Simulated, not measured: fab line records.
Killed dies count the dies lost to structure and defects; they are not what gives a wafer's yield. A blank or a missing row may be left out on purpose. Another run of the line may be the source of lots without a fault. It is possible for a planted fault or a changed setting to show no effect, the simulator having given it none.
fab line records	flow n5-finfet
record: lots: 7	wafers: 21
route steps=1938 shown BEOL_M0_SAQP@663 BEOL_M2@851 BEOL_M3@974 BEOL_M5@1130
start-h: start of the lot's first displayed wafer, in hours after the record's first day	wait-h: hours elapsed since this lot's preceding step	" as in the row above	L1.1+2: one row covering several wafers at once	- either no value or no given start	* or withheld: withheld	< > ~ a bound
route shown NAME@n: names a module that has steps shown in the file, with the first one's number in the route	usual: average and standard deviation across the fault-free wafers	same: alike in all rows	chamber/n: place in a boat	sites: per-site readings	_std_site: their standard deviation	_edge_site: outer sites' mean less inner sites'	radius-mm: how far each site lies from the wafer's centre	mask NAME#n: copy n	behind: the last tool/chamber to shape the wafer	hold: the reason the lot was held/the length of the hold in hours/how it ended	device: names the non-switching transistor (n, p or np)	end of line: tests of these same wafers at the route's end	step lacking rows: just its recipe	killed: dies lost to structure and defects at the first sort, not the wafer's yield	map: dies across one wafer; x = killed, . = not, _ = none there
set.NAME: the setting as run; set.NAME@STEP: as run at that earlier step	model.NAME: the simulator's own value behind a step, which no gauge read
lots run with intentionally changed settings; tables by step, rows by wafer
== steps ==
step: N5_BEOL_M0_SAQP_SPACER1_ALD_98
recipe: material: SiO2	target-thk-a: 128	temp-c: 300	ald-precursor-family: BDEAS	ald-co-reactant: O2-plasma	pulse-time-s: 1	purge-time-s: 2	co-reactant-purge-time-s: 2	ald-cycles: 138	pressure-torr: 2
lot.wafer	tool	chamber	start-h	wait-h	set.ald-cycles	model.SiO2_of_BEOL_M0_SAQP_SPACER1_ALD_98.thk-nm
L077.3+5	ald-sin-04	1,3	129.19	0.1	138	12.6
L077.6	"	0	"	"	148	13.8
L079.1+2	ald-sin-01	0,2	138.93	0.3	138	12.8
L079.4	"	3	"	"	138	12.6
L084.2+4+6	ald-sin-01	1,0,0	175.45	0.7	138	12.8
L087.1	ald-sin-04	3	191.45	0.3	131	12.2
L087.4	"	0	"	"	138	12.8
L087.6	"	1	"	"	131	12
L089.1	ald-sin-01	1	204.00	0.3	149	13.8
L089.4+5	"	0	"	"	138	12.8
L091.3	ald-sin-02	2	210.99	0.1	129	12
L091.4+6	"	3	"	"	138	12.8
L097.2	ald-sin-02	1	251.86	0.3	138	13
L097.4	"	0	"	"	138	12.8
L097.6	"	1	"	"	120	11.2
step: N5_BEOL_M0_SAQP_SPACER1_ETCHBACK_99
recipe: chemistry: CHF3/O2	mode: anisotropic-etchback	target: SiO2	target-depth-a: 154	time-s: 7.7	pressure-mtorr: 30	source-w: 650	bias-w: 170	Ar_flow_sccm: 200	CHF3_flow_sccm: 50	O2_flow_sccm: 5	ion-energy-ev: 200
step: N5_BEOL_M0_SAQP_MANDREL1_REMOVE_100
recipe: chemistry: HBr/Cl2/O2	bt-time-s: 10	target: a-Si	stop-on: SiNx	endpoint: OES-SiCl	over-etch-frac: 0.85	icp-w: 600	bias-w: 30	HBr_flow_sccm: 150	Cl2_flow_sccm: 80	O2_flow_sccm: 5	pressure-mtorr: 10
lot.wafer	tool	chamber	start-h	wait-h	set.ald-cycles@BEOL_M0_SAQP_SPACER1_ALD_98	model.SiO2_of_BEOL_M0_SAQP_SPACER1_ALD_98.thk-nm	model.BEOL_M0_SAQP.cd-nm
L077.3	rie-si-04	1	129.75	0.1	138	7.2	12.8
L077.5	"	2	"	"	138	7.4	12.8
L077.6	"	1	"	"	148	8.4	13.8
L079.1+2	rie-si-02	0,3	139.49	0.1	138	7.4	12.8
L079.4	"	2	"	"	138	7.4	13
L084.2	rie-si-02	2	176.02	0.1	138	7.4	13
L084.4+6	"	1	"	"	138	7.4	12.8
L087.1	rie-si-03	3	192.04	0.1	131	6.8	12.2
L087.4	"	1	"	"	138	7.4	12.8
L087.6	"	3	"	"	131	6.6	12.2
L089.1	rie-si-02	0	204.65	0.1	149	8.4	14
L089.4	"	1	"	"	138	7.6	13
L089.5	"	3	"	"	138	7.6	12.8
L091.3	rie-si-02	0	211.55	0.1	129	6.6	12.2
L091.4+6	"	2,0	"	"	138	7.4	13
L097.2	rie-si-04	1	252.51	0.1	138	7.6	13
L097.4	"	0	"	"	138	7.4	12.8
L097.6	"	2	"	"	120	6	11.4
step: N5_BEOL_M0_SAQP_CD_MEAS_25
recipe: target-cd-nm: 13.1	landing-energy-ev: 1000	detector: se-inlens
usual: cd-nm: 12.84/0.27
lot.wafer	tool	chamber	start-h	wait-h	set.ald-cycles@BEOL_M0_SAQP_SPACER1_ALD_98	cd-nm
L077.3	cd-sem-03	0	129.86	0.1	138	12.82
L077.5	"	0	"	"	138	12.99
L077.6	"	0	"	"	148	14.29
L079.1	cd-sem-03	0	139.60	0.1	138	12.77
L079.2	"	0	"	"	138	12.69
L079.4	"	0	"	"	138	13.02
L084.2	cd-sem-03	0	176.13	0.1	138	13.25
L084.4	"	0	"	"	138	12.78
L084.6	"	0	"	"	138	13.03
L087.1	cd-sem-03	0	192.15	0.1	131	12.51
L087.4	"	0	"	"	138	12.56
L087.6	"	0	"	"	131	11.96
L089.1	cd-sem-02	0	204.76	0.1	149	14.42
L089.4	"	0	"	"	138	13.40
L089.5	"	0	"	"	138	13.22
L091.3	cd-sem-03	0	211.67	0.1	129	12.37
L091.4	"	0	"	"	138	13.34
L091.6	"	0	"	"	138	13.25
L097.2	cd-sem-03	0	252.62	0.1	138	12.90
L097.4	"	0	"	"	138	13.08
L097.6	"	0	"	"	120	11.41
step: N5_BEOL_M0_SAQP_ETCH_106
recipe: chemistry: N2/H2	target: SOC	target-depth-a: 1500	stop-on: SiNx	ion-energy-ev: 100	bias-w: 61	pressure-mtorr: 30	source-w: 850	n2-flow-sccm: 200	h2-flow-sccm: 200
lot.wafer	tool	chamber	start-h	wait-h	set.target-depth-a	model.SOC_of_BEOL_M0_SAQP_COAT_105.thk-nm
L077.3	rie-diel-04	1	130.57	-	1424	26.2
L077.5	"	2	"	"	1500	20.6
L077.6	"	3	"	"	1500	25.6
L079.1	rie-diel-04	2	140.31	-	1500	20.4
L079.2	"	0	"	"	1364	31.2
L079.4	"	1	"	"	1500	22
L084.2	rie-diel-03	3	176.84	-	1500	21.4
L084.4+6	"	2,3	"	"	1500	22
L087.1	rie-diel-06	0	192.94	-	1500	29.4
L087.4	"	1	"	"	1500	25.6
L087.6	"	3	"	"	1500	24.8
L089.1	rie-diel-06	1	205.55	-	1360	30.8
L089.4	"	2	"	"	1500	25.6
L089.5	"	0	"	"	1360	34.8
L091.3	rie-diel-04	0	212.38	-	1500	23.4
L091.4	"	1	"	"	1500	23.8
L091.6	"	1	"	"	1677	14.2
L097.2	rie-diel-04	2	253.64	-	1500	20.8
L097.4	"	3	"	"	1500	25.2
L097.6	"	3	"	"	1500	26.2
step: N5_BEOL_M2_EXPOSE_08
recipe: mask-id: M2	na: 0.33	source-shape: dipole	sigma-inner: 0.369	sigma-outer: 0.767	polarization: unpolarized	dose-mj: 41.25
lot.wafer	tool	chamber	start-h	wait-h	mask	set.dose-mj
L077.3+5	euv-scanner-02	0	160.79	-	M2#0	41.25
L077.6	"	0	"	"	M2#0	44.01
L079.1+2	euv-scanner-01	0	176.13	-	M2#0	41.25
L079.4	"	0	"	"	M2#0	39.41
L084.2+4+6	euv-scanner-01	0	209.28	-	M2#0	41.25
L087.1+4+6	euv-scanner-01	0	214.86	-	M2#0	41.25
L089.1	euv-scanner-01	0	222.98	-	M2#0	43.15
L089.4+5	"	0	"	"	M2#0	41.25
L091.3	euv-scanner-02	0	242.12	-	M2#0	41.25
L091.4+6	"	0	"	"	M2#0	39.43
L097.2	euv-scanner-01	0	280.04	-	M2#0	41.25
L097.4+6	"	0	"	"	M2#0	38.53
step: N5_BEOL_M2_PEB_09
recipe: peb-temp-c: 100	peb-time-s: 60	resist: CAR-EUV
step: N5_BEOL_M2_DEVELOP_10
recipe: develop-time-s: 30	developer: TMAH	resist: CAR-EUV	rinse-liquid: surfactant-rinse	dry: air-spin	dev-temp-c: 23
step: N5_BEOL_M2_CD_MEAS_11
recipe: target-cd-nm: 16.79	landing-energy-ev: 500	detector: se-inlens	polarity: opening
usual: cd-nm: 16.84/0.24
lot.wafer	tool	chamber	start-h	wait-h	set.dose-mj@BEOL_M2_EXPOSE_08	cd-nm
L077.3	cd-sem-03	0	160.91	-	41.25	16.79
L077.5	"	0	"	"	41.25	17.28
L077.6	"	0	"	"	44.01	17.92
L079.1	cd-sem-01	0	176.26	-	41.25	16.68
L079.2	"	0	"	"	41.25	16.72
L079.4	"	0	"	"	39.41	16.11
L084.2	cd-sem-03	0	209.40	-	41.25	16.68
L084.4	"	0	"	"	41.25	16.94
L084.6	"	0	"	"	41.25	16.73
L087.1	cd-sem-02	0	214.99	-	41.25	16.93
L087.4	"	0	"	"	41.25	17.23
L087.6	"	0	"	"	41.25	16.87
L089.1	cd-sem-02	0	223.11	-	43.15	17.66
L089.4	"	0	"	"	41.25	16.82
L089.5	"	0	"	"	41.25	16.65
L091.3	cd-sem-02	0	242.24	-	41.25	16.96
L091.4	"	0	"	"	39.43	16.20
L091.6	"	0	"	"	39.43	16.25
L097.2	cd-sem-02	0	280.17	-	41.25	16.69
L097.4	"	0	"	"	38.53	15.37
L097.6	"	0	"	"	38.53	15.79
step: N5_BEOL_M2_DESCUM_16
recipe: chemistry: O2	time-s: 7	source-power-w: 50	bias-power-w: 20	pressure-mtorr: 20	rf-frequency-hz: 2.712e+07	temp-c: 40	resist: CAR-EUV	o2-flow-sccm: 225
step: N5_BEOL_M2_ETCH_74
recipe: chemistry: N2/H2	target: underlayer	target-depth-a: 65	mask-material: CAR-EUV	time-s: 5.2	ion-energy-ev: 200	pressure-mtorr: 30	source-w: 840	bias-w: 150	n2-flow-sccm: 200	h2-flow-sccm: 200	ends: cleared
lot.wafer	tool	chamber	start-h	wait-h	set.dose-mj@BEOL_M2_EXPOSE_08	model.BEOL_M2.cd-offset-nm
L077.3+5	rie-diel-05	1,2	161.13	0.0	41.25	0
L077.6	"	3	"	"	44.01	1
L079.1	rie-diel-02	0	176.44	0.0	41.25	0
L079.2	"	2	"	"	41.25	0.2
L079.4	"	1	"	"	39.41	-0.8
L084.2+6	rie-diel-05	1	210.00	0.0	41.25	0.2
L084.4	"	2	"	"	41.25	0
L087.1+4	rie-diel-02	1,3	215.25	0.0	41.25	0.2
L087.6	"	0	"	"	41.25	0
L089.1	rie-diel-05	2	223.27	0.0	43.15	0.8
L089.4+5	"	0	"	"	41.25	-0.2
L091.3	rie-diel-05	2	242.49	0.0	41.25	0
L091.4+6	"	0	"	"	39.43	-1
L097.2	rie-diel-01	3	280.33	0.0	41.25	-0.2
L097.4	"	0	"	"	38.53	-1.6
L097.6	"	1	"	"	38.53	-1.4
step: N5_BEOL_M2_ETCH_63
recipe: chemistry: CF4	target: SiARC	target-depth-a: 156	mask-material: CAR-EUV	time-s: 26	ion-energy-ev: 80	pressure-mtorr: 40	source-w: 545	bias-w: 36	Ar_flow_sccm: 100	cf4-flow-sccm: 100	ends: cleared
step: N5_BEOL_M2_ETCH_64
recipe: chemistry: N2/H2	target: SOC	target-depth-a: 750	overetch-a: 225	mask-material: SiARC	temp-c: 40	time-s: 121.9	ion-energy-ev: 200	pressure-mtorr: 30	source-w: 840	bias-w: 150	n2-flow-sccm: 200	h2-flow-sccm: 200
step: N5_BEOL_M2_HM_OPEN_17
recipe: chemistry: Cl2/BCl3	target-depth-a: 200	overetch-a: 60	target: TiN	mask-material: SOC	ion-energy-ev: 150	pressure-mtorr: 10	icp-w: 1000	bias-w: 126	Cl2_flow_sccm: 53.25	bcl3-flow-sccm: 21.75	Ar_flow_sccm: 25
step: N5_BEOL_M2_STRIP_19
recipe: chemistry: O2	power-w: 400	temp-c: 40	pressure-mtorr: 30	rf-frequency-hz: 6e+07	bias-power-w: 0	overash-fraction: 0.2	o2-flow-sccm: 225
step: N5_BEOL_M2_CD_MEAS_18
recipe: pitch-nm: 36	target-cd-nm: 18
usual: cd-nm: 17.9/0.41
lot.wafer	tool	chamber	start-h	wait-h	set.dose-mj@BEOL_M2_EXPOSE_08	cd-nm
L077.3	cd-sem-01	-	161.53	0.1	41.25	18.1
L077.5	"	-	"	"	41.25	17.5
L077.6	"	-	"	"	44.01	18.8
L079.1	cd-sem-02	-	177.09	0.0	41.25	18.1
L079.2	"	-	"	"	41.25	18.0
L079.4	"	-	"	"	39.41	16.9
L084.2	cd-sem-01	-	210.53	0.1	41.25	18.3
L084.4	"	-	"	"	41.25	18.1
L084.6	"	-	"	"	41.25	18.3
L087.1	cd-sem-03	-	215.76	0.1	41.25	17.7
L087.4	"	-	"	"	41.25	17.9
L087.6	"	-	"	"	41.25	17.8
L089.1	cd-sem-03	-	223.67	0.0	43.15	18.5
L089.4	"	-	"	"	41.25	17.6
L089.5	"	-	"	"	41.25	17.6
L091.3	cd-sem-01	-	242.90	0.1	41.25	17.2
L091.4	"	-	"	"	39.43	16.8
L091.6	"	-	"	"	39.43	16.6
L097.2	cd-sem-02	-	280.73	0.1	41.25	17.9
L097.4	"	-	"	"	38.53	16.8
L097.6	"	-	"	"	38.53	16.1
step: N5_BEOL_M2_ALD_98
recipe: material: SiO2	target-thk-a: 25	temp-c: 100	ald-precursor-family: BDEAS	ald-co-reactant: O2-plasma	pulse-time-s: 1	co-reactant-pulse-time-s: 1	purge-time-s: 2	co-reactant-purge-time-s: 2	ald-cycles: 17	pressure-torr: 2
lot.wafer	tool	chamber	start-h	wait-h	set.ald-cycles	model.SiO2_of_BEOL_M2_ALD_98.thk-nm
L077.3	ald-sin-04	1	162.86	0.5	20	3
L077.5	"	3	"	"	17	2.4
L077.6	"	0	"	"	17	2.6
L079.1	ald-sin-03	1	177.67	0.1	17	2.6
L079.2+4	"	0,2	"	"	17	2.4
L084.2+4+6	ald-sin-03	2,2,3	211.68	0.1	17	2.4
L087.1	ald-sin-02	1	216.46	0.1	17	2.4
L087.4	"	0	"	"	17	2.6
L087.6	"	3	"	"	20	3
L089.1+5	ald-sin-04	0	224.44	0.3	17	2.4
L089.4	"	1	"	"	16	2.4
L091.3	ald-sin-02	0	244.42	0.1	17	2.6
L091.4+6	"	1,3	"	"	17	2.4
L097.2	ald-sin-04	1	282.25	0.7	20	3
L097.4	"	3	"	"	17	2.4
L097.6	"	2	"	"	17	2.6
step: N5_BEOL_M2_ETCHBACK_99
recipe: chemistry: CHF3	target: SiO2	target-depth-a: 50	time-s: 10.4	source-w: 215	bias-w: 47	Ar_flow_sccm: 200	CHF3_flow_sccm: 12	ion-energy-ev: 100	pressure-mtorr: 30
lot.wafer	tool	chamber	start-h	wait-h	set.time-s
L077.3+5+6	rie-diel-05	3,1,2	167.53	4.6	10.4
L079.1+2	rie-diel-02	1,2	180.29	2.6	10.4
L079.4	"	3	"	"	9.328
L084.2+4+6	rie-diel-01	2	215.02	3.3	10.4
L087.1+4+6	rie-diel-01	0,3,0	228.63	12.1	10.4
L089.1+4	rie-diel-05	3,2	234.54	10.0	9.242
L089.5	"	2	"	"	10.4
L091.3+4	rie-diel-01	1,0	248.78	4.3	11.21
L091.6	"	2	"	"	10.4
L097.2+4+6	rie-diel-02	0,0,1	282.78	0.5	10.4
step: N5_BEOL_M2_ETCH_70
recipe: chemistry: N2/H2	target: SOC	target-depth-a: 800	overetch-a: 240	mask-material: SiARC	temp-c: 40	time-s: 130	ion-energy-ev: 200	pressure-mtorr: 30	source-w: 840	bias-w: 150	n2-flow-sccm: 200	h2-flow-sccm: 200
step: N5_BEOL_M2_STRIP_71
recipe: chemistry: N2/H2	temp-c: 40	n2-flow-sccm: 200	h2-flow-sccm: 200	rf-frequency-hz: 6e+07
step: N5_BEOL_M2_PRECLEAN_42
recipe: chemistry: residue-remover	time-s: 60	temp-c: 40
step: N5_BEOL_M2_SRD_43
recipe: time-s: 30	temp-c: 23	rinse-liquid: diw	dry: ipa-marangoni
step: N5_BEOL_M2_CD_MEAS_35
recipe: target-cd-nm: 18	target-cd-y-nm: 22.2	polarity: opening
usual: cd-nm: 17.9/0.43
lot.wafer	tool	chamber	start-h	wait-h	set.dose-mj@BEOL_M2_EXPOSE_08	cd-nm
L077.3	cd-sem-03	-	168.12	0.0	41.25	17.8
L077.5	"	-	"	"	41.25	17.4
L077.6	"	-	"	"	44.01	19.0
L079.1	cd-sem-02	-	180.84	0.0	41.25	17.8
L079.2	"	-	"	"	41.25	18.1
L079.4	"	-	"	"	39.41	17.3
L084.2	cd-sem-02	-	215.75	0.0	41.25	18.2
L084.4	"	-	"	"	41.25	17.6
L084.6	"	-	"	"	41.25	18.1
L087.1	cd-sem-01	-	229.18	0.0	41.25	18.4
L087.4	"	-	"	"	41.25	17.8
L087.6	"	-	"	"	41.25	17.9
L089.1	cd-sem-02	-	235.09	0.0	43.15	18.6
L089.4	"	-	"	"	41.25	17.4
L089.5	"	-	"	"	41.25	17.8
L091.3	cd-sem-01	-	249.33	0.0	41.25	17.8
L091.4	"	-	"	"	39.43	16.6
L091.6	"	-	"	"	39.43	16.6
L097.2	cd-sem-01	-	283.33	0.0	41.25	17.9
L097.4	"	-	"	"	38.53	16.6
L097.6	"	-	"	"	38.53	16.4
step: N5_BEOL_M3_ETCH_70
recipe: chemistry: N2/H2	target: SOC	target-depth-a: 800	overetch-a: 160	mask-material: SiARC	temp-c: 40	time-s: 120	ion-energy-ev: 200	pressure-mtorr: 30	source-w: 840	bias-w: 150	n2-flow-sccm: 200	h2-flow-sccm: 200
usual: rf-vpp-V: 523.7/2.2
lot.wafer	tool	chamber	start-h	wait-h	set.bias-w	rf-vpp-V	model.SiARC_of_BEOL_M3_COAT_68.thk-nm
L077.3	rie-diel-03	1	191.13	0.0	150	529.6	6.2
L077.5	"	2	"	"	150	523.6	6
L077.6	"	3	"	"	150	525.0	6.2
L079.1	rie-diel-06	0	199.51	0.0	150	522.0	6.8
L079.2	"	2	"	"	150	524.1	6.6
L079.4	"	3	"	"	150	525.1	6.2
L084.2	rie-diel-03	1	224.01	0.0	150	529.5	6.4
L084.4	"	0	"	"	150	523.4	6.4
L084.6	"	2	"	"	150	523.7	6.2
L087.1	rie-diel-04	3	244.72	0.0	150	521.5	6.8
L087.4	"	2	"	"	125.7	465.9	7.6
L087.6	"	2	"	"	150	520.7	6.4
L089.1	rie-diel-04	3	255.85	0.0	157.2	538.7	6.4
L089.4	"	0	"	"	157.2	538.9	6.2
L089.5	"	3	"	"	150	522.4	6.8
L091.3	rie-diel-03	3	272.78	0.0	129.9	480.2	7.2
L091.4	"	0	"	"	150	522.6	6.4
L091.6	"	1	"	"	150	527.4	6.4
L097.2	rie-diel-03	1	299.60	0.0	150	527.9	6.2
L097.4	"	3	"	"	150	523.1	6.2
L097.6	"	1	"	"	167.3	565.9	5.6
step: N5_BEOL_M5_ETCH_72
recipe: chemistry: N2/H2	target: underlayer	target-depth-a: 65	mask-material: CAR-EUV	time-s: 5.2	ion-energy-ev: 200	pressure-mtorr: 30	source-w: 840	bias-w: 150	n2-flow-sccm: 200	h2-flow-sccm: 200	ends: cleared
usual: rf-vpp-V: 523.9/2.3
lot.wafer	tool	chamber	start-h	wait-h	set.source-w	rf-vpp-V
L077.3	rie-diel-06	3	209.69	0.0	920.2	511.9
L077.5	"	3	"	"	920.2	509.1
L077.6	"	0	"	"	840	521.5
L079.1	rie-diel-04	3	218.85	0.0	840	522.9
L079.2	"	1	"	"	707.1	552.5
L079.4	"	2	"	"	707.1	551.7
L084.2	rie-diel-04	2	247.43	0.0	840	520.0
L084.4	"	0	"	"	840	523.9
L084.6	"	0	"	"	840	524.4
L087.1	rie-diel-03	0	261.42	0.0	840	522.8
L087.4	"	3	"	"	840	525.3
L087.6	"	1	"	"	840	529.1
L089.1	rie-diel-03	0	280.40	0.0	840	523.0
L089.4	"	1	"	"	790.2	537.4
L089.5	"	2	"	"	790.2	533.5
L091.3	rie-diel-04	0	305.12	0.0	948.3	502.4
L091.4	"	1	"	"	840	521.5
L091.6	"	0	"	"	840	524.4
L097.2	rie-diel-06	3	321.87	0.0	840	526.0
L097.4	"	0	"	"	743.7	544.2
L097.6	"	3	"	"	840	525.9
step: N5_BEOL_M5_COAT_74
recipe: resist: underlayer	temp-c: 205	time-s: 60	spin-rpm: 1500	resist-thk-nm: 5
lot.wafer	tool	chamber	start-h	wait-h	set.spin-rpm
L077.3+6	litho-track-05	0	-	-	1619
L077.5	"	0	"	"	1500
L079.1+4	litho-track-02	0	-	-	1500
L079.2	"	0	"	"	1422
L084.2+4+6	litho-track-02	0	-	-	1500
L087.1+4	litho-track-03	0	-	-	1500
L087.6	"	0	"	"	1404
L089.1+4+5	litho-track-02	0	-	-	1500
L091.3+4	litho-track-03	0	-	-	1414
L091.6	"	0	"	"	1500
L097.2+4	litho-track-03	0	-	-	1500
L097.6	"	0	"	"	1643
step: N5_BEOL_M5_COAT_22
recipe: resist: CAR-EUV	spin-rpm: 1500	resist-thk-nm: 30
step: N5_BEOL_M5_EBR_24
recipe: solvent: PGMEA	ebr-width-mm: 1.5
step: N5_BEOL_M5_DESCUM_33
recipe: chemistry: O2	time-s: 7	source-power-w: 50	bias-power-w: 20	pressure-mtorr: 20	rf-frequency-hz: 2.712e+07	temp-c: 40	resist: CAR-EUV	o2-flow-sccm: 225
step: N5_BEOL_M5_ETCH_75
recipe: chemistry: N2/H2	target: underlayer	target-depth-a: 65	mask-material: CAR-EUV	time-s: 5.2	ion-energy-ev: 200	pressure-mtorr: 30	source-w: 840	bias-w: 150	n2-flow-sccm: 200	h2-flow-sccm: 200	ends: cleared
lot.wafer	tool	chamber	start-h	wait-h	set.spin-rpm@BEOL_M5_COAT_74	model.etch.depth-nm
L077.3	rie-diel-04	2	211.12	0.0	1619	4.802
L077.5	"	0	"	"	1500	4.995
L077.6	"	1	"	"	1619	4.806
L079.1	rie-diel-06	0	222.03	0.0	1500	4.985
L079.2	"	2	"	"	1422	5.133
L079.4	"	1	"	"	1500	4.996
L084.2+6	rie-diel-06	0,3	248.89	0.0	1500	4.977
L084.4	"	1	"	"	1500	4.981
L087.1	rie-diel-06	0	262.52	0.0	1500	5.003
L087.4	"	1	"	"	1500	4.989
L087.6	"	3	"	"	1404	5.162
L089.1	rie-diel-06	0	281.32	0.0	1500	4.995
L089.4	"	3	"	"	1500	4.999
L089.5	"	1	"	"	1500	4.99
L091.3	rie-diel-03	1	307.16	0.0	1414	5.119
L091.4	"	3	"	"	1414	5.129
L091.6	"	0	"	"	1500	4.97
L097.2	rie-diel-03	3	323.87	0.0	1500	4.993
L097.4	"	3	"	"	1500	4.991
L097.6	"	1	"	"	1643	4.768
== key ==
split: step: N5_BEOL_M0_SAQP_SPACER1_ALD_98	setting: ald-cycles	stated: 138	by: wafer
response: step: N5_BEOL_M0_SAQP_SPACER1_ALD_98	reading: model.SiO2_of_BEOL_M0_SAQP_SPACER1_ALD_98.thk-nm	change: +0.134	per: 1%	r: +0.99
response: step: N5_BEOL_M0_SAQP_MANDREL1_REMOVE_100	reading: model.SiO2_of_BEOL_M0_SAQP_SPACER1_ALD_98.thk-nm	change: +0.12	per: 1%	r: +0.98
response: step: N5_BEOL_M0_SAQP_MANDREL1_REMOVE_100	reading: model.BEOL_M0_SAQP.cd-nm	change: +0.124	per: 1%	r: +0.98
response: step: N5_BEOL_M0_SAQP_CD_MEAS_25	reading: cd-nm	change: +0.133	per: 1%	r: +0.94
split: step: N5_BEOL_M0_SAQP_ETCH_106	setting: target-depth-a	stated: 1500	by: wafer
response: step: N5_BEOL_M0_SAQP_ETCH_106	reading: model.SOC_of_BEOL_M0_SAQP_COAT_105.thk-nm	change: -0.851	per: 1%	r: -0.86
split: step: N5_BEOL_M2_EXPOSE_08	setting: dose-mj	stated: 41.25	by: wafer
response: step: N5_BEOL_M2_CD_MEAS_11	reading: cd-nm	change: +0.157	per: 1%	r: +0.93
response: step: N5_BEOL_M2_ETCH_74	reading: model.BEOL_M2.cd-offset-nm	change: +0.19	per: 1%	r: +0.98
response: step: N5_BEOL_M2_CD_MEAS_18	reading: cd-nm	change: +0.182	per: 1%	r: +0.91
response: step: N5_BEOL_M2_CD_MEAS_35	reading: cd-nm	change: +0.21	per: 1%	r: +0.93
split: step: N5_BEOL_M2_ALD_98	setting: ald-cycles	stated: 17	by: wafer
response: step: N5_BEOL_M2_ALD_98	reading: model.SiO2_of_BEOL_M2_ALD_98.thk-nm	change: +0.0273	per: 1%	r: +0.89
split: step: N5_BEOL_M2_ETCHBACK_99	setting: time-s	stated: 10.4	by: wafer
response none clear
split: step: N5_BEOL_M3_ETCH_70	setting: bias-w	stated: 150	by: wafer
response: step: N5_BEOL_M3_ETCH_70	reading: rf-vpp-V	change: +3.41	per: 1%	r: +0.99
response: step: N5_BEOL_M3_ETCH_70	reading: model.SiARC_of_BEOL_M3_COAT_68.thk-nm	change: -0.0606	per: 1%	r: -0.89
split: step: N5_BEOL_M5_ETCH_72	setting: source-w	stated: 840	by: wafer
response: step: N5_BEOL_M5_ETCH_72	reading: rf-vpp-V	change: -1.65	per: 1%	r: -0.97
split: step: N5_BEOL_M5_COAT_74	setting: spin-rpm	stated: 1500	by: wafer
response: step: N5_BEOL_M5_ETCH_75	reading: model.etch.depth-nm	change: -0.0249	per: 1%	r: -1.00
